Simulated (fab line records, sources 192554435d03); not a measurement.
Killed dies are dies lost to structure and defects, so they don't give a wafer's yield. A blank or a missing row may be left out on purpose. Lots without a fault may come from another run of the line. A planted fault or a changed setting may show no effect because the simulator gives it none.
Which tool did it? | flow n5_finfet | 24 lots, 72 wafers sampled, at 6 steps of a route of 1938

WHAT THE GAUGES READ, wafer by wafer
The record holds no reading of a measuring or inspecting step that can be judged against a usual standard deviation.

WHICH TOOL RAN EACH LOT (tool, then ch and the chambers of the sampled wafers, then the start)
lot  | N5_BEOL_M0_SPUTTER_132       | N5_BEOL_M0_ANNEAL_135        | N5_BEOL_M1_HM_DEP_02         | N5_BEOL_M1_HM_OPEN_17             | N5_BEOL_M1_ETCH_69                 | N5_BEOL_M1_ALD_98
L074 | pvd_sputter-02, day 6 00:58  | pvd_sputter-02, day 6 01:10  | pvd_sputter-02, day 6 03:20  | rie_metal-02 ch 0,1, day 6 04:10  | rie_diel-06 ch 1,3, day 6 05:05    | ald_sin-02 ch 2,3, day 6 05:11
L075 | pvd_sputter-01, day 6 06:19  | pvd_sputter-01, day 6 06:31  | pvd_sputter-03, day 6 07:53  | rie_metal-01 ch 0, day 6 08:41    | rie_diel-03 ch 0,2,3, day 6 09:35  | ald_sin-03 ch 0,1,2, day 6 09:40
L076 | pvd_sputter-02, day 6 08:08  | pvd_sputter-02, day 6 08:20  | pvd_sputter-03, day 6 10:39  | rie_metal-02 ch 0,1, day 6 11:27  | rie_diel-04 ch 0,1, day 6 12:10    | ald_sin-03 ch 0,1,2, day 6 12:40
L077 | pvd_sputter-01, day 6 13:37  | pvd_sputter-01, day 6 13:49  | pvd_sputter-01, day 6 17:03  | rie_metal-02 ch 0, day 6 17:49    | rie_diel-06 ch 0,2,3, day 6 18:29  | ald_sin-03 ch 1,2,3, day 6 18:34
L078 | pvd_sputter-02, day 6 20:35  | pvd_sputter-02, day 6 20:48  | pvd_sputter-01, day 7 01:37  | rie_metal-03 ch 0,1, day 7 02:32  | rie_diel-06 ch 0,3, day 7 03:21    | ald_sin-01 ch 1,2,3, day 7 03:50
L079 | pvd_sputter-01, day 7 07:16  | pvd_sputter-01, day 7 07:28  | pvd_sputter-02, day 7 09:45  | rie_metal-01 ch 0,1, day 7 10:38  | rie_diel-03 ch 0,2,3, day 7 11:18  | ald_sin-02 ch 0,1,3, day 7 11:23
L080 | pvd_sputter-03, day 7 09:15  | pvd_sputter-03, day 7 09:27  | pvd_sputter-02, day 7 13:15  | rie_metal-01 ch 0,1, day 7 14:08  | rie_diel-06 ch 0,2, day 7 14:48    | ald_sin-02 ch 0,3, day 7 15:06
L081 | pvd_sputter-03, day 7 10:40  | pvd_sputter-03, day 7 10:52  | pvd_sputter-03, day 7 15:51  | rie_metal-02 ch 0, day 7 16:46    | rie_diel-06 ch 0,2, day 7 17:38    | ald_sin-01 ch 0,1,3, day 7 17:43
L082 | pvd_sputter-01, day 8 00:58  | pvd_sputter-01, day 8 01:10  | pvd_sputter-01, day 8 04:50  | rie_metal-01 ch 0,1, day 8 06:44  | rie_diel-03 ch 2,3, day 8 07:31    | ald_sin-01 ch 0,2, day 8 07:35
L083 | pvd_sputter-01, day 8 04:19  | pvd_sputter-01, day 8 04:31  | pvd_sputter-01, day 8 06:21  | rie_metal-01 ch 0,1, day 8 07:30  | rie_diel-04 ch 0,1,3, day 8 08:18  | ald_sin-03 ch 1,2, day 8 08:23
L084 | pvd_sputter-02, day 8 11:14  | pvd_sputter-02, day 8 11:26  | pvd_sputter-01, day 8 15:24  | rie_metal-01 ch 0,1, day 8 16:44  | rie_diel-03 ch 1,2,3, day 8 17:40  | ald_sin-01 ch 0,1,2, day 8 18:27
L085 | pvd_sputter-03, day 8 20:04  | pvd_sputter-03, day 8 20:16  | pvd_sputter-03, day 8 23:01  | rie_metal-02 ch 0,1, day 8 23:50  | rie_diel-03 ch 0,1,3, day 9 00:39  | ald_sin-01 ch 0,1,3, day 9 00:44
L086 | pvd_sputter-02, day 9 07:22  | pvd_sputter-02, day 9 07:34  | pvd_sputter-01, day 9 10:33  | rie_metal-02 ch 0,1, day 9 11:20  | rie_diel-03 ch 0,1,3, day 9 12:13  | ald_sin-02 ch 0,1,2, day 9 12:19
L087 | pvd_sputter-02, day 9 08:41  | pvd_sputter-02, day 9 08:53  | pvd_sputter-01, day 9 10:50  | rie_metal-01 ch 0,1, day 9 11:46  | rie_diel-06 ch 0,2,3, day 9 12:47  | ald_sin-02 ch 0,2, day 9 12:53
L088 | pvd_sputter-01, day 9 12:57  | pvd_sputter-01, day 9 13:09  | pvd_sputter-03, day 9 16:38  | rie_metal-03 ch 0,1, day 9 17:24  | rie_diel-04 ch 0,2,3, day 9 18:12  | ald_sin-02 ch 0,2, day 9 18:17
L089 | pvd_sputter-02, day 9 14:16  | pvd_sputter-02, day 9 14:28  | pvd_sputter-02, day 9 16:55  | rie_metal-03 ch 0,1, day 9 17:43  | rie_diel-06 ch 0,2,3, day 9 18:32  | ald_sin-02 ch 0,1,3, day 9 18:43
L090 | pvd_sputter-02, day 9 20:41  | pvd_sputter-02, day 9 20:53  | pvd_sputter-01, day 9 22:23  | rie_metal-02 ch 0,1, day 9 23:08  | rie_diel-06 ch 0,1,3, day 9 23:49  | ald_sin-02 ch 1,2,3, day 9 23:53
L091 | pvd_sputter-03, day 10 04:26 | pvd_sputter-03, day 10 04:38 | pvd_sputter-02, day 10 06:28 | rie_metal-01 ch 0,1, day 10 07:32 | rie_diel-03 ch 0,1,2, day 10 08:23 | ald_sin-02 ch 0,1,3, day 10 08:31
L092 | pvd_sputter-02, day 10 13:27 | pvd_sputter-02, day 10 13:39 | pvd_sputter-01, day 10 17:02 | rie_metal-03 ch 0,1, day 10 17:56 | rie_diel-06 ch 0,1,2, day 10 18:38 | ald_sin-01 ch 0,1,2, day 10 18:43
L094 | pvd_sputter-03, day 10 21:46 | pvd_sputter-03, day 10 21:59 | pvd_sputter-01, day 11 02:54 | rie_metal-01 ch 0,1, day 11 03:50 | rie_diel-03 ch 0,2, day 11 04:41   | ald_sin-02 ch 0,1,3, day 11 04:46
L093 | pvd_sputter-02, day 10 22:19 | pvd_sputter-02, day 10 22:31 | pvd_sputter-01, day 11 03:08 | rie_metal-03 ch 0,1, day 11 04:01 | rie_diel-06 ch 0,1,2, day 11 04:52 | ald_sin-03 ch 1,2, day 11 04:57
L095 | pvd_sputter-03, day 11 06:01 | pvd_sputter-03, day 11 06:14 | pvd_sputter-02, day 11 08:50 | rie_metal-02 ch 0,1, day 11 09:43 | rie_diel-04 ch 0,1,2, day 11 10:25 | ald_sin-03 ch 0,2,3, day 11 10:30
L096 | pvd_sputter-03, day 11 19:58 | pvd_sputter-03, day 11 20:10 | pvd_sputter-03, day 11 22:14 | rie_metal-01 ch 0,1, day 11 23:00 | rie_diel-03 ch 0,1,3, day 11 23:53 | ald_sin-03 ch 0,2, day 11 23:58
L097 | pvd_sputter-01, day 11 22:08 | pvd_sputter-01, day 11 22:20 | pvd_sputter-02, day 12 00:50 | rie_metal-02 ch 0,1, day 12 01:45 | rie_diel-04 ch 0,1,2, day 12 02:23 | ald_sin-03 ch 0,1,3, day 12 02:29
- N5_BEOL_M0_SPUTTER_132: material Cu, target thk 4 nm, time 7.37 s.
- N5_BEOL_M0_ANNEAL_135: time 60 s.
- N5_BEOL_M1_HM_DEP_02: deposits TiN, target thk 20 nm.
- N5_BEOL_M1_HM_OPEN_17: chemistry Cl2/BCl3, target TiN, target depth 20 nm, overetch 6 nm.
- N5_BEOL_M1_ETCH_69: etches SiARC in CF4, target depth 15.6 nm, time 26 s.
- N5_BEOL_M1_ALD_98: deposits SiO2, target thk 2.5 nm, pulse time 1 s, co reactant pulse time 1 s.

WHAT THE TOOLS THEMSELVES READ (means of the sampled wafers that have a number; where no wafer has one, the mark that the record gives instead)
N5_BEOL_M0_SPUTTER_132.
lot  | tool           | throttle_valve_pct (%)
L074 | pvd_sputter-02 | 30.9
L075 | pvd_sputter-01 | 28.9
L076 | pvd_sputter-02 | 30.7
L077 | pvd_sputter-01 | 29.6
L078 | pvd_sputter-02 | 31.0
L079 | pvd_sputter-01 | 29.6
L080 | pvd_sputter-03 | 30.4
L081 | pvd_sputter-03 | 29.1
L082 | pvd_sputter-01 | 27.9
L083 | pvd_sputter-01 | 28.9
L084 | pvd_sputter-02 | 30.4
L085 | pvd_sputter-03 | 29.8
L086 | pvd_sputter-02 | 31.2
L087 | pvd_sputter-02 | 30.9
L088 | pvd_sputter-01 | 30.6
L089 | pvd_sputter-02 | 30.3
L090 | pvd_sputter-02 | 30.3
L091 | pvd_sputter-03 | 30.3
L092 | pvd_sputter-02 | 30.9
L094 | pvd_sputter-03 | 30.1
L093 | pvd_sputter-02 | 29.7
L095 | pvd_sputter-03 | 30.3
L096 | pvd_sputter-03 | 30.1
L097 | pvd_sputter-01 | 28.5

N5_BEOL_M0_ANNEAL_135.
lot  | tool           | heater_power_w (W) | susceptor_temp_C_max
L074 | pvd_sputter-02 | 926                | 400.9
L075 | pvd_sputter-01 | 750                | 401.1
L076 | pvd_sputter-02 | 811                | 400.5
L077 | pvd_sputter-01 | 803                | 400.7
L078 | pvd_sputter-02 | 858                | 400.6
L079 | pvd_sputter-01 | 827                | 400.7
L080 | pvd_sputter-03 | 769                | 401.1
L081 | pvd_sputter-03 | 790                | 401.1
L082 | pvd_sputter-01 | 730                | 400.8
L083 | pvd_sputter-01 | 744                | 401.2
L084 | pvd_sputter-02 | 888                | 400.8
L085 | pvd_sputter-03 | 756                | 400.8
L086 | pvd_sputter-02 | 849                | 400.8
L087 | pvd_sputter-02 | 912                | 400.9
L088 | pvd_sputter-01 | 876                | 400.9
L089 | pvd_sputter-02 | 867                | 400.8
L090 | pvd_sputter-02 | 895                | 400.6
L091 | pvd_sputter-03 | 769                | 400.8
L092 | pvd_sputter-02 | 911                | 400.6
L094 | pvd_sputter-03 | 761                | 401.1
L093 | pvd_sputter-02 | 935                | 400.7
L095 | pvd_sputter-03 | 758                | 401.0
L096 | pvd_sputter-03 | 753                | 401.3
L097 | pvd_sputter-01 | 805                | 401.0

N5_BEOL_M1_HM_DEP_02.
lot  | tool           | throttle_valve_pct (%)
L074 | pvd_sputter-02 | 30.5
L075 | pvd_sputter-03 | 30.1
L076 | pvd_sputter-03 | 28.8
L077 | pvd_sputter-01 | 28.9
L078 | pvd_sputter-01 | 30.1
L079 | pvd_sputter-02 | 30.8
L080 | pvd_sputter-02 | 30.0
L081 | pvd_sputter-03 | 29.3
L082 | pvd_sputter-01 | 30.1
L083 | pvd_sputter-01 | 29.1
L084 | pvd_sputter-01 | 28.9
L085 | pvd_sputter-03 | 28.7
L086 | pvd_sputter-01 | 29.5
L087 | pvd_sputter-01 | 30.8
L088 | pvd_sputter-03 | 29.0
L089 | pvd_sputter-02 | 30.8
L090 | pvd_sputter-01 | 28.9
L091 | pvd_sputter-02 | 31.3
L092 | pvd_sputter-01 | 29.0
L094 | pvd_sputter-01 | 30.2
L093 | pvd_sputter-01 | 28.5
L095 | pvd_sputter-02 | 30.4
L096 | pvd_sputter-03 | 31.7
L097 | pvd_sputter-02 | 31.0

N5_BEOL_M1_HM_OPEN_17.
lot  | tool         | bcl3_flow_sccm (sccm) | drypump_motor_current_A (A) | oes_ar_750_au (a.u.) | oes_product_au (a.u.) | throttle_valve_pct (%)
L074 | rie_metal-02 | 21.82                 | 5.7                         | 0.64                 | 0.54                  | 21.8
L075 | rie_metal-01 | 21.80                 | 6.0                         | 0.64                 | 0.54                  | 22.6
L076 | rie_metal-02 | 21.77                 | 5.7                         | 0.63                 | 0.54                  | 21.8
L077 | rie_metal-02 | 21.77                 | 5.7                         | 0.74                 | 0.61                  | 22.4
L078 | rie_metal-03 | 21.75                 | 6.1                         | 0.69                 | 0.59                  | 22.2
L079 | rie_metal-01 | 21.79                 | 5.9                         | 0.73                 | 0.64                  | 22.4
L080 | rie_metal-01 | 21.83                 | 5.8                         | 0.82                 | 0.72                  | 22.3
L081 | rie_metal-02 | 21.84                 | 5.7                         | 0.73                 | 0.61                  | 22.3
L082 | rie_metal-01 | 21.66                 | 5.8                         | 0.80                 | 0.71                  | 22.3
L083 | rie_metal-01 | 21.72                 | 5.9                         | 0.72                 | 0.63                  | 22.4
L084 | rie_metal-01 | 21.77                 | 5.8                         | 0.81                 | 0.71                  | 22.3
L085 | rie_metal-02 | 21.74                 | 5.6                         | 0.80                 | 0.68                  | 22.1
L086 | rie_metal-02 | 21.75                 | 5.7                         | 0.87                 | 0.75                  | 21.8
L087 | rie_metal-01 | 21.68                 | 5.8                         | 0.79                 | 0.70                  | 22.3
L088 | rie_metal-03 | 21.67                 | 5.7                         | 0.70                 | 0.62                  | 22.3
L089 | rie_metal-03 | 21.74                 | 5.6                         | 0.70                 | 0.62                  | 22.3
L090 | rie_metal-02 | 21.80                 | 5.7                         | 0.79                 | 0.66                  | 22.1
L091 | rie_metal-01 | 21.76                 | 5.9                         | 0.70                 | 0.61                  | 22.4
L092 | rie_metal-03 | 21.80                 | 6.1                         | 0.68                 | 0.58                  | 22.2
L094 | rie_metal-01 | 21.77                 | 5.8                         | 0.77                 | 0.68                  | 22.3
L093 | rie_metal-03 | 21.75                 | 5.6                         | 0.69                 | 0.61                  | 22.3
L095 | rie_metal-02 | 21.71                 | 5.7                         | 0.78                 | 0.66                  | 22.1
L096 | rie_metal-01 | 21.78                 | 5.8                         | 0.77                 | 0.67                  | 22.3
L097 | rie_metal-02 | 21.81                 | 5.7                         | 0.84                 | 0.71                  | 21.9

N5_BEOL_M1_ETCH_69.
lot  | tool        | drypump_motor_current_A (A) | etch_rf_on_time_s (s) | oes_product_au (a.u.) | rf_vpp_V (V) | showerhead_plenum_p_Torr (Torr) | throttle_valve_pct (%)
L074 | rie_diel-06 | 6.2                         | 26.1                  | 0.60                  | 183.5        | 2.08                            | 15.89
L075 | rie_diel-03 | 6.3                         | 25.3                  | 0.63                  | 183.7        | 2.11                            | 15.59
L076 | rie_diel-04 | 6.4                         | 26.6                  | 0.71                  | 184.3        | 2.10                            | 15.61
L077 | rie_diel-06 | 5.9                         | 25.9                  | 0.63                  | 182.7        | 2.10                            | 15.75
L078 | rie_diel-06 | 6.3                         | 25.5                  | 0.66                  | 183.0        | 2.11                            | 15.70
L079 | rie_diel-03 | 6.3                         | 25.2                  | 0.62                  | 183.9        | 2.11                            | 15.61
L080 | rie_diel-06 | 5.3                         | 25.5                  | 0.64                  | 183.2        | 2.14                            | 15.81
L081 | rie_diel-06 | 5.3                         | 25.4                  | 0.64                  | 183.1        | 2.14                            | 15.81
L082 | rie_diel-03 | 6.4                         | 25.5                  | 0.60                  | 184.2        | 2.12                            | 15.67
L083 | rie_diel-04 | 6.1                         | 26.5                  | 0.66                  | 183.6        | 2.15                            | 15.72
L084 | rie_diel-03 | 6.2                         | 25.6                  | 0.61                  | 184.4        | 2.15                            | 15.68
L085 | rie_diel-03 | 6.2                         | 25.1                  | 0.63                  | 184.4        | 2.12                            | 15.72
L086 | rie_diel-03 | 6.2                         | 25.2                  | 0.64                  | 183.6        | 2.12                            | 15.73
L087 | rie_diel-06 | 5.9                         | 25.6                  | 0.62                  | 183.3        | 2.09                            | 15.81
L088 | rie_diel-04 | 5.7                         | 26.9                  | 0.64                  | 183.7        | 2.15                            | 15.70
L089 | rie_diel-06 | 5.9                         | 25.7                  | 0.62                  | 183.7        | 2.09                            | 15.81
L090 | rie_diel-06 | 6.3                         | 26.0                  | 0.70                  | 183.6        | 2.09                            | 15.67
L091 | rie_diel-03 | 6.1                         | 24.9                  | 0.72                  | 183.5        | 2.14                            | 15.47
L092 | rie_diel-06 | 5.6                         | 25.4                  | 0.70                  | 183.4        | 2.12                            | 15.72
L094 | rie_diel-03 | 6.3                         | 24.4                  | 0.78                  | 183.3        | 2.12                            | 15.22
L093 | rie_diel-06 | 5.6                         | 25.6                  | 0.70                  | 184.7        | 2.12                            | 15.72
L095 | rie_diel-04 | 6.0                         | 26.4                  | 0.66                  | 183.9        | 2.10                            | 15.64
L096 | rie_diel-03 | 6.2                         | 25.0                  | 0.71                  | 184.0        | 2.11                            | 15.59
L097 | rie_diel-04 | 5.9                         | 26.6                  | 0.66                  | 183.5        | 2.10                            | 15.64

N5_BEOL_M1_ALD_98.
lot  | tool       | heater_power_w (W) | precursor_pulse_height_rel
L074 | ald_sin-02 | 71                 | 0.993
L075 | ald_sin-03 | 74                 | 0.989
L076 | ald_sin-03 | 75                 | 0.993
L077 | ald_sin-03 | 76                 | 1.004
L078 | ald_sin-01 | 72                 | 0.999
L079 | ald_sin-02 | 72                 | 0.998
L080 | ald_sin-02 | 73                 | 0.972
L081 | ald_sin-01 | 74                 | 1.007
L082 | ald_sin-01 | 68                 | 1.015
L083 | ald_sin-03 | 74                 | 0.997
L084 | ald_sin-01 | 72                 | 0.985
L085 | ald_sin-01 | 74                 | 0.994
L086 | ald_sin-02 | 71                 | 0.975
L087 | ald_sin-02 | 72                 | 1.006
L088 | ald_sin-02 | 71                 | 0.995
L089 | ald_sin-02 | 71                 | 0.990
L090 | ald_sin-02 | 70                 | 1.006
L091 | ald_sin-02 | 72                 | 0.992
L092 | ald_sin-01 | 72                 | 0.974
L094 | ald_sin-02 | 73                 | 1.015
L093 | ald_sin-03 | 74                 | 1.005
L095 | ald_sin-03 | 77                 | 0.998
L096 | ald_sin-03 | 75                 | 0.977
L097 | ald_sin-03 | 78                 | 0.990

THE ANSWER, worked out from the rows above alone
Rule: what is usual is taken from the lots themselves. Put in order of their means at a reading, lots are off if they are a third of the lots or fewer, leave a main group of 4 or more, and stand apart from it by a gap of 3 or more times the standard deviation of the main group's means; of several such gaps the widest counts. A main group whose means are all the same, to the digits that the tables above print for the reading, isn't used. A lot without any number at a reading at which 4 lots or more have one is off too. The other lots that the step has rows for count as sound. The gauges are gone through in route order, then the tools' own readings, and for those a lot's mean is taken as printed above. The first step at which some lot is off is used, and at that step the reading that is off furthest; a lot without a number counts as furthest.
No lot is off at any reading shown: from this, nothing can be told.

WHAT THE SIMULATOR HAD PUT IN
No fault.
